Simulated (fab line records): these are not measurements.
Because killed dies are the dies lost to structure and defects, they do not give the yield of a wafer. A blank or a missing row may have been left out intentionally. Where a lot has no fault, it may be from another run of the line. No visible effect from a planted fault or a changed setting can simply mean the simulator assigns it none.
Which tool was responsible? ; flow nand harc ; at 1 step of a route of 1159, 6 lots with 18 wafers sampled

## WHAT THE GAUGES SHOWED, per wafer
NHARC_P_CONTACT_OVL_MEAS_13.
lot;measured;on;overlay x nm (nm)
L346;day 6 03:11;overlay-02;-0.5 -0.2 0.1
L349;day 6 19:20;overlay-02;-0.7 -0.5 -0.1
L354;day 7 15:01;overlay-02;-0.4 -0.9 -1.3
L358;day 8 22:43;overlay-01;-0.6 0.1 -0.2
L363;day 9 22:31;overlay-01;0.1 0.2 0.3
L367;day 11 03:07;overlay-01;-0.2 -0.3 -0.2

## TOOL THAT RAN EACH LOT (tool first, then ch and the chambers of the sampled wafers, then the start)
Before these readings, the record contains no process step.

## THE ANSWER, worked out from the rows above alone
Rule: the lots themselves supply what counts as usual. Put in order of their means at a reading, lots are off if they are a third of the lots or fewer, leave a main group of 4 or more, and stand apart from it by a gap of 3 or more times the standard deviation of the main group's means; of several such gaps the widest counts. Not used: any main group whose means are identical at the precision the tables above print for the reading. A lot without any number at a reading at which 4 lots or more have one is off too. All remaining lots with rows at the step are treated as sound.
No lot is off on any of the readings shown, so nothing can be concluded from this.

## WHAT THE SIMULATOR PUT IN
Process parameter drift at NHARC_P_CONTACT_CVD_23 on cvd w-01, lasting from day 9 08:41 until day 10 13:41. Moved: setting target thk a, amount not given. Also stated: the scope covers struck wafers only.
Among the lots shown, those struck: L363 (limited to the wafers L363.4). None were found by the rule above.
